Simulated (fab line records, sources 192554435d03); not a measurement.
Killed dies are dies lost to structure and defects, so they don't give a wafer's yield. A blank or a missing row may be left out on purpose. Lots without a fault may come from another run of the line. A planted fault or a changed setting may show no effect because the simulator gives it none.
One fault seen from 3 desks | flow n5_finfet | each desk has only its own numbers; what lay behind them comes last

THE DEFECT DESK
What the inspections along the route counted, lot by lot: means of the sampled wafers that have a number. A lot is out of limits, marked OUT, if its mean lies more than 4 standard deviations from the usual mean; the brackets give that distance.
Columns: A = raw_defect_count at N5_PASSIVATION_INSPECT_67, usual 2.3
lot  | first seen here | A
L464 | day 12 22:17    | 3.7
L469 | day 13 03:08    | 2.7
L479 | day 15 19:30    | 1.7
L478 | day 15 20:03    | 1.3
L480 | day 16 09:11    | 1.0
L485 | day 17 02:58    | 3.0
This desk's finding: nothing out of limits on any of the 6 lots.

THE TOOL OWNER'S DESK: rie_diel-03
The tool's own readings at N5_PASSIVATION_ETCH_54 (etches SiO2 in CHF3/O2, target depth 880 nm, time 440 s): means of the sampled wafers that have a number, for each lot that ran on this tool. A lot is out of limits, marked OUT, if its mean lies more than 4 standard deviations from the usual mean; the brackets give that distance.
Columns: A = bias_w at N5_PASSIVATION_ETCH_54, usual 170.0 W; B = drypump_motor_current_A at N5_PASSIVATION_ETCH_54, usual 5.5 A; C = oes_ar_750_au at N5_PASSIVATION_ETCH_54, usual 0.83 a.u.; D = oes_product_au at N5_PASSIVATION_ETCH_54, usual 0.84 a.u.; E = rf_vpp_V at N5_PASSIVATION_ETCH_54, usual 521 V; F = showerhead_plenum_p_Torr at N5_PASSIVATION_ETCH_54, usual 2.39 Torr; G = throttle_valve_pct at N5_PASSIVATION_ETCH_54, usual 18.79 %
lot  | first seen here | A               | B   | C    | D    | E   | F    | G
L464 | day 12 22:35    | 170.0           | 5.6 | 0.86 | 0.87 | 534 | 2.43 | 18.59
L478 | day 15 20:28    | 157.6 (-23) OUT | 5.9 | 0.82 | 0.83 | 502 | 2.41 | 18.77
L480 | day 16 09:28    | 157.4 (-23) OUT | 5.9 | 0.82 | 0.83 | 498 | 2.37 | 18.80
This desk's finding: out of limits on L478, L480; first on L478, day 15 20:28 (bias_w at N5_PASSIVATION_ETCH_54). In limits: L464.

THE METROLOGY DESK
What the gauges read, lot by lot, whatever tool the lot ran on: means of the sampled wafers that have a number. A lot is out of limits, marked OUT, if its mean lies more than 4 standard deviations from the usual mean; the brackets give that distance.
Columns: A = cd_nm at N5_PASSIVATION_CD_MEAS_44, usual 39997 nm; B = PASS_OPEN_OVL at N5_PASSIVATION_OVL_MEAS_66, usual 2 nm
lot  | first seen here | A     | B
L464 | day 12 22:14    | 39994 | 3
L469 | day 13 03:05    | 39999 | 0
L479 | day 15 19:27    | 39990 | -2
L478 | day 15 20:00    | 40001 | 7
L480 | day 16 09:07    | 39990 | 5
L485 | day 17 02:55    | 39994 | -2
This desk's finding: nothing out of limits on any of the 6 lots.

PUT TOGETHER
The tool owner's desk could have raised an alarm at day 15 20:28, on L478, L480.
The defect desk saw nothing out of limits.
The metrology desk saw nothing out of limits.
The defect desk has L478, L480 on record, within its limits.
The metrology desk has L478, L480 on record, within its limits.
Of the lots named, all ran N5_PASSIVATION_ETCH_54 on rie_diel-03.

WHAT THE SIMULATOR HAD PUT IN
Process parameter drift: rie_diel-03, from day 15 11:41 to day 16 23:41, at N5_PASSIVATION_ETCH_54. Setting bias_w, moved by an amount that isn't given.
Lots struck among those shown: L478, L480.
Hours from the fault's start to each desk's first reading out of limits: the tool owner's desk, 9.
